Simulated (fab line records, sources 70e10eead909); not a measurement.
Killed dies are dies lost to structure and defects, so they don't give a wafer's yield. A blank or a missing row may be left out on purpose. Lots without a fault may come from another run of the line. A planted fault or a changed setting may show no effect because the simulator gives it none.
Chamber matching | flow nand_harc | NHARC_A_STAIRCASE_TRIM_196 on rie_diel-08: 4 sister chambers
The step chemistry O2, time 211.2 s. 8 wafers are shown with their chamber, then 9 later ones without.

WAFERS WITH THEIR CHAMBER
wafer  | chamber | drypump_motor_current_A (A) | showerhead_plenum_p_Torr (Torr)
L077.4 | 0       | 5.6                         | 3.61
L081.1 | 0       | 5.5                         | 3.60
L081.5 | 2       | 5.6                         | 3.27
L081.3 | 1       | 5.2                         | 3.46
L081.6 | 3       | 6.0                         | 3.64
L084.1 | 3       | 6.0                         | 3.63
L084.2 | 1       | 5.2                         | 3.45
L084.5 | 2       | 5.6                         | 3.81

WAFERS WITHOUT THEIR CHAMBER
wafer  | drypump_motor_current_A (A) | showerhead_plenum_p_Torr (Torr)
L085.1 | 6.0                         | 3.63
L085.3 | 5.6                         | 3.60
L085.4 | 5.6                         | 3.81
L089.2 | 5.6                         | 3.59
L089.4 | 5.6                         | 3.80
L089.5 | 5.5                         | 3.59
L088.2 | 5.5                         | 3.59
L088.3 | 5.7                         | 3.80
L088.6 | 5.6                         | 3.80

WHICH CHAMBER EACH WENT THROUGH
wafer  | from the rows above     | in truth
L085.1 | 3                       | 3
L085.3 | can't be placed: 2 or 0 | 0
L085.4 | can't be placed: 2 or 0 | 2
L089.2 | can't be placed: 2 or 0 | 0
L089.4 | can't be placed: 2 or 0 | 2
L089.5 | can't be placed: 0 or 2 | 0
L088.2 | can't be placed: 0 or 2 | 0
L088.3 | can't be placed: 2 or 0 | 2
L088.6 | can't be placed: 2 or 0 | 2
Placed correctly: 1 of 9. Can't be placed from these rows: 8 (the true chamber is among the candidates in 8). Placed wrongly: 0.
How it was worked out, from the rows above alone: a wafer's distance from a chamber is the root of the sum, over the readings, of the square of ((its reading less the chamber's mean) divided by the reading's scatter). The wafer belongs to the nearest chamber; if the next one is less than 2 further off, it can't be placed. A chamber's mean is the mean of its shown wafers. The scatter: the root of (the sum of the squares of (reading less its chamber's mean) over the shown wafers, divided by (wafers less chambers)).
